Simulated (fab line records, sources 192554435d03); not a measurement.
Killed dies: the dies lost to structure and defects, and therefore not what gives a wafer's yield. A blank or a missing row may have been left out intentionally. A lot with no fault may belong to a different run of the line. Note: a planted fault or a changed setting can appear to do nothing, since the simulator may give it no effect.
Which tool is to blame? + flow n5Finfet + 9 lots with 27 wafers sampled at 5 steps, on a route of 1938 steps

## WHAT THE GAUGES READ, wafer by wafer
N5_BEOL_M4_RC_MEAS_101. Usual: DIBL_N 36.3 mV/V, standard deviation 1.6; DIBL_P 36.5 mV/V, standard deviation 1.6; IOFF_N 0.163 nA/um, standard deviation 0.026; IOFF_P 0.22 nA/um, standard deviation 0.033; ION_N 676 uA/um, standard deviation 9.9; ION_P 464 uA/um, standard deviation 6.5; SS_N 71.5 mV/dec, standard deviation 0.5; SS_P 73.3 mV/dec, standard deviation 0.64; VT_N 249.3 mV, standard deviation 2.9; VT_P -250 mV, standard deviation 3.2.
| lot  | measured     | on        | DIBL_N (mV/V)  | DIBL_P (mV/V)  | IOFF_N (nA/um)    | IOFF_P (nA/um) | ION_N (uA/um) | ION_P (uA/um) | SS_N (mV/dec)  | SS_P (mV/dec)  | VT_N (mV)         | VT_P (mV)      | flag |
|------|--------------|-----------|----------------|----------------|-------------------|----------------|---------------|---------------|----------------|----------------|-------------------|----------------|------|
| L750 | day 9 16:22  | prober-02 | 36.9 37.0 35.6 | 37.9 38.1 36.5 | 0.179 0.182 0.160 | 0.22 0.22 0.20 | 673 688 697   | 463 466 464   | 71.6 71.7 70.8 | 74.8 73.9 74.3 | 245.1 246.4 248.8 | -251 -250 -253 |      |
| L751 | day 9 23:01  | prober-01 | 35.5 38.1 35.7 | 36.1 38.4 36.6 | 0.146 0.192 0.154 | 0.20 0.24 0.21 | 666 687 680   | 453 462 468   | 71.3 71.6 70.6 | 73.2 73.6 73.5 | 252.9 246.5 246.8 | -253 -249 -251 |      |
| L753 | day 10 19:06 | prober-01 | 34.5 34.2 33.9 | 35.3 35.9 34.6 | 0.135 0.142 0.129 | 0.17 0.18 0.17 | 670 682 674   | 452 464 461   | 71.3 71.1 71.5 | 72.5 72.5 72.6 | 252.4 249.9 249.3 | -254 -250 -252 |      |
| L755 | day 11 14:23 | prober-02 | 35.7 36.0 35.3 | 36.2 36.5 35.6 | 0.166 0.165 0.152 | 0.22 0.22 0.21 | 674 677 667   | 464 463 458   | 71.5 70.5 71.2 | 73.8 73.2 73.4 | 249.9 250.0 250.9 | -248 -248 -249 |      |
| L757 | day 11 20:50 | prober-01 | 37.5 34.1 36.3 | 35.6 32.7 35.0 | 0.161 0.115 0.142 | 0.20 0.16 0.19 | 663 668 655   | 456 463 449   | 71.9 70.8 71.8 | 73.3 72.8 72.9 | 252.3 254.0 250.3 | -250 -252 -253 |      |
| L759 | day 12 06:45 | prober-02 | 37.3 36.9 36.6 | 36.9 36.7 36.5 | 0.188 0.187 0.175 | 0.22 0.22 0.21 | 682 675 680   | 458 459 461   | 72.1 72.5 72.1 | 73.1 73.4 72.7 | 246.8 244.9 248.3 | -248 -250 -249 |      |
| L762 | day 12 23:14 | prober-01 | 41.2 38.5 39.1 | 40.7 38.3 39.0 | 0.249 0.185 0.202 | 0.29 0.24 0.26 | 683 671 689   | 464 459 474   | 72.4 72.3 71.2 | 75.1 73.9 73.4 | 244.6 248.4 243.9 | -246 -248 -248 |      |
| L764 | day 13 19:29 | prober-01 | 33.9 34.3 34.3 | 34.1 34.0 33.9 | 0.123 0.123 0.128 | 0.21 0.20 0.21 | 676 665 663   | 477 459 467   | 71.4 71.0 71.2 | 72.4 73.1 72.2 | 255.8 254.4 256.5 | -246 -248 -247 |      |
| L768 | day 14 08:29 | prober-01 | 36.3 36.5 38.5 | 35.8 35.5 39.0 | 0.173 0.165 0.217 | 0.24 0.23 0.30 | 681 671 696   | 463 462 473   | 71.5 72.0 72.0 | 73.2 74.0 74.1 | 246.1 247.7 243.8 | -246 -246 -245 |      |

## TOOL THAT RAN EACH LOT (tool first, then ch and the chambers of the sampled wafers, then the start)
| lot  | N5_HKMG_FIN_STRIP_90             | N5_HKMG_FIN_ETCHBACK_68          | N5_HKMG_FIN_CMP_23           | N5_GATE_CUT_ETCH_58               |
|------|----------------------------------|----------------------------------|------------------------------|-----------------------------------|
| L750 | rieDiel-04 ch 0,2,3, day 5 09:19 | rieMetal-02 ch 0,1, day 5 09:28  | cmp-03 ch 1,2,3, day 5 10:32 | rieDiel-02 ch 0,1,3, day 5 11:50  |
| L751 | rieDiel-01 ch 0,2,3, day 5 18:04 | rieMetal-01 ch 1, day 5 18:14    | cmp-01 ch 0,1, day 5 19:29   | rieDiel-05 ch 0,1, day 5 20:47    |
| L753 | rieDiel-01 ch 0,2, day 6 02:55   | rieMetal-01 ch 1, day 6 03:05    | cmp-02 ch 0,1,2, day 6 04:26 | rieDiel-06 ch 0,1, day 6 05:19    |
| L755 | rieDiel-03 ch 0,3, day 6 18:31   | rieMetal-02 ch 0,1, day 6 18:41  | cmp-02 ch 0,1,2, day 6 19:50 | rieDiel-06 ch 0,1, day 6 20:53    |
| L757 | rieDiel-01 ch 0,2, day 7 05:26   | rieMetal-03 ch 0,1, day 7 05:35  | cmp-02 ch 1,2,3, day 7 06:49 | rieDiel-05 ch 2,3, day 7 07:41    |
| L759 | rieDiel-04 ch 0,2,3, day 7 20:14 | rieMetal-02 ch 0,1, day 7 20:25  | cmp-02 ch 0,1,2, day 7 21:29 | rieDiel-05 ch 1,3, day 7 22:31    |
| L762 | rieDiel-01 ch 1,3, day 8 20:34   | rieMetal-01 ch 0,1, day 8 20:43  | cmp-02 ch 0,1,2, day 8 21:56 | rieDiel-02 ch 1,3, day 8 22:49    |
| L764 | rieDiel-04 ch 0,2, day 9 02:02   | rieMetal-03 ch 0,1, day 9 02:14  | cmp-03 ch 0,1,3, day 9 03:28 | rieDiel-06 ch 0,1, day 9 04:27    |
| L768 | rieDiel-03 ch 0,1, day 10 00:45  | rieMetal-02 ch 0,1, day 10 00:54 | cmp-03 ch 1,2, day 10 01:58  | rieDiel-05 ch 0,2,3, day 10 03:00 |
- N5_HKMG_FIN_STRIP_90: strips SOC in N2/H2, time 20 s.
- N5_HKMG_FIN_ETCHBACK_68: etches the open film in Cl2/Ar, stops on HfO2, target depth 0.5 nm.
- N5_HKMG_FIN_CMP_23: polishes, stops on SiNx, t overpolish 10 s, target thk 46.326 nm.
- N5_GATE_CUT_ETCH_58: etches SiNx in CH3F/O2, target depth 17 nm, time 128.6 s.

## WHAT THE TOOLS THEMSELVES READ (means of the sampled wafers that have a number; where no wafer has one, the mark that the record gives instead)
N5_HKMG_FIN_STRIP_90. Usual: drypumpMotorCurrentA 5.85 A, standard deviation 0.3; oesProductAu 0.80 a.u., standard deviation 0.073; rfFwdPowerW 496.9 W, standard deviation 1.6; rfVppV 54.2 V, standard deviation 0.76; showerheadPlenumPTorr 3.35 Torr, standard deviation 0.11; throttleValvePct 19.01 %, standard deviation 0.23.
| lot  | tool       | drypumpMotorCurrentA (A) | oesProductAu (a.u.) | rfFwdPowerW (W) | rfVppV (V) | showerheadPlenumPTorr (Torr) | throttleValvePct (%) | flag |
|------|------------|--------------------------|---------------------|-----------------|------------|------------------------------|----------------------|------|
| L750 | rieDiel-04 | 5.58                     | 0.85                | 497.3           | 54.6       | 3.44                         | 18.87                |      |
| L751 | rieDiel-01 | 6.01                     | 0.79                | 497.9           | 54.1       | 3.28                         | 19.06                |      |
| L753 | rieDiel-01 | 6.10                     | 0.80                | 494.7           | 54.5       | 3.29                         | 19.02                |      |
| L755 | rieDiel-03 | 5.65                     | 0.74                | 497.3           | 53.8       | 3.26                         | 19.50                |      |
| L757 | rieDiel-01 | 6.11                     | 0.79                | 497.3           | 54.1       | 3.28                         | 19.04                |      |
| L759 | rieDiel-04 | 5.57                     | 0.83                | 496.5           | 54.4       | 3.43                         | 18.90                |      |
| L762 | rieDiel-01 | 5.84                     | 0.74                | 496.1           | 54.3       | 3.27                         | 19.04                |      |
| L764 | rieDiel-04 | 5.57                     | 0.78                | 497.3           | 55.5       | 3.39                         | 19.03                |      |
| L768 | rieDiel-03 | 5.52                     | 0.91                | 496.3           | 53.7       | 3.30                         | 18.78                |      |

N5_HKMG_FIN_ETCHBACK_68. Usual: drypumpMotorCurrentA 5.7 A, standard deviation 0.35; oesProductAu 0.75 a.u., standard deviation 0.13; rfFwdPowerW 596.5 W, standard deviation 1.8; throttleValvePct 20.95 %, standard deviation 0.17.
| lot  | tool        | drypumpMotorCurrentA (A) | oesProductAu (a.u.) | rfFwdPowerW (W) | throttleValvePct (%) | flag |
|------|-------------|--------------------------|---------------------|-----------------|----------------------|------|
| L750 | rieMetal-02 | 5.4                      | 0.69                | 595.8           | 21.12                |      |
| L751 | rieMetal-01 | 6.2                      | 0.64                | 596.5           | 20.79                |      |
| L753 | rieMetal-01 | 6.2                      | 0.64                | 596.9           | 20.79                |      |
| L755 | rieMetal-02 | 5.6                      | 0.63                | 594.5           | 21.15                |      |
| L757 | rieMetal-03 | 5.6                      | 0.86                | 596.5           | 20.84                |      |
| L759 | rieMetal-02 | 5.6                      | 0.91                | 596.2           | 20.94                |      |
| L762 | rieMetal-01 | 6.2                      | 0.72                | 596.8           | 20.76                |      |
| L764 | rieMetal-03 | 5.5                      | 0.79                | 597.2           | 20.93                |      |
| L768 | rieMetal-02 | 5.6                      | 0.87                | 596.7           | 20.96                |      |

N5_HKMG_FIN_CMP_23. Usual: edgeZonePressureFrac 1.000, standard deviation 0.0053; motorCurrentA 12.2 A, standard deviation 1.6; overpolishRunS 9.999 s, standard deviation 0.0092; platenRpm 50.29 rpm, standard deviation 0.039; slurryFilterDpKPa 13.49 kPa, standard deviation 0.13; timeToEndpointS 11.8 s, standard deviation 1.9.
| lot  | tool   | edgeZonePressureFrac | motorCurrentA (A) | overpolishRunS (s) | platenRpm (rpm) | slurryFilterDpKPa (kPa) | timeToEndpointS (s) | flag |
|------|--------|----------------------|-------------------|--------------------|-----------------|-------------------------|---------------------|------|
| L750 | cmp-03 | 1.002                | 13.4              | 10.008             | 50.28           | 13.44                   | 13.3                |      |
| L751 | cmp-01 | 1.004                | 11.8              | 10.009             | 50.30           | 13.51                   | 9.8                 |      |
| L753 | cmp-02 | 0.997                | 11.7              | 9.996              | 50.28           | 13.48                   | 11.5                |      |
| L755 | cmp-02 | 1.008                | 11.5              | 9.990              | 50.28           | 13.39                   | 12.5                |      |
| L757 | cmp-02 | 1.000                | 11.7              | 9.987              | 50.25           | 13.67                   | 12.5                |      |
| L759 | cmp-02 | 1.002                | 11.7              | 9.997              | 50.95           | 13.42                   | 11.1                | OFF  |
| L762 | cmp-02 | 1.000                | 11.4              | 10.000             | 50.97           | 13.56                   | 12.2                | OFF  |
| L764 | cmp-03 | 0.999                | 12.9              | 10.002             | 50.27           | 13.43                   | 12.8                |      |
| L768 | cmp-03 | 1.000                | 12.3              | 10.001             | 50.27           | 13.51                   | 13.1                |      |

N5_GATE_CUT_ETCH_58. Usual: drypumpMotorCurrentA 5.7 A, standard deviation 0.35; oesProductAu 0.79 a.u., standard deviation 0.085; rfFwdPowerW 413.2 W, standard deviation 1.5; rfVppV 99.0 V, standard deviation 0.95; showerheadPlenumPTorr 2.00 Torr, standard deviation 0.081; throttleValvePct 16.35 %, standard deviation 0.2.
| lot  | tool       | drypumpMotorCurrentA (A) | oesProductAu (a.u.) | rfFwdPowerW (W) | rfVppV (V) | showerheadPlenumPTorr (Torr) | throttleValvePct (%) | flag |
|------|------------|--------------------------|---------------------|-----------------|------------|------------------------------|----------------------|------|
| L750 | rieDiel-02 | 5.7                      | 0.77                | 412.1           | 99.6       | 2.06                         | 16.43                |      |
| L751 | rieDiel-05 | 5.5                      | 0.87                | 414.3           | 99.7       | 1.98                         | 16.23                |      |
| L753 | rieDiel-06 | 5.9                      | 0.79                | 413.6           | 98.6       | 1.93                         | 16.56                |      |
| L755 | rieDiel-06 | 5.8                      | 0.80                | 412.9           | 99.8       | 2.02                         | 16.45                |      |
| L757 | rieDiel-05 | 5.9                      | 0.80                | 412.7           | 98.8       | 2.03                         | 16.13                |      |
| L759 | rieDiel-05 | 5.3                      | 0.91                | 414.0           | 98.8       | 1.96                         | 16.17                |      |
| L762 | rieDiel-02 | 6.1                      | 0.77                | 413.9           | 100.4      | 2.06                         | 16.54                |      |
| L764 | rieDiel-06 | 5.9                      | 0.77                | 413.4           | 99.0       | 1.93                         | 16.60                |      |
| L768 | rieDiel-05 | 5.9                      | 0.78                | 413.3           | 99.6       | 2.01                         | 16.23                |      |

## THE ANSWER, worked out from the rows above alone
Rule: a lot counts as off when the mean over its wafers that have a number is more than 3 standard deviations away from the usual mean. Also off: a lot with no number at a reading for which 4 or more lots have one. Where the step has rows for the other lots, those lots are counted as sound. First the gauges in route order, then the tools' own readings, where a lot's mean is used as printed above. The first step at which some lot is off is used, and at that step the reading that is off furthest; a lot without a number counts as furthest.
Off: L759, L762 (N5_HKMG_FIN_CMP_23, platenRpm).
A tool fits if, at that step or a process step before it, it ran every lot that is off, and no sound lot after the first of them. One candidate fits, namely cmp-02 at N5_HKMG_FIN_CMP_23. Its last sound lot is L757 (day 7 06:49), its first lot that is off L759 (day 7 21:29): a fault that began between those two fits.
The tool's own readings at N5_HKMG_FIN_CMP_23 bear it out: on the lots that are off they differ by more than 5 times the standard deviation of the sound lots' means. platenRpm reads 50.96 rpm there against 50.28 rpm on the sound lots.

## WHAT THE SIMULATOR PUT IN
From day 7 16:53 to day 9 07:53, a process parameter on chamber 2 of cmp-02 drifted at N5_HKMG_FIN_CMP_23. Setting platenRpm, moved by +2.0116, from 50.289. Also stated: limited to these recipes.
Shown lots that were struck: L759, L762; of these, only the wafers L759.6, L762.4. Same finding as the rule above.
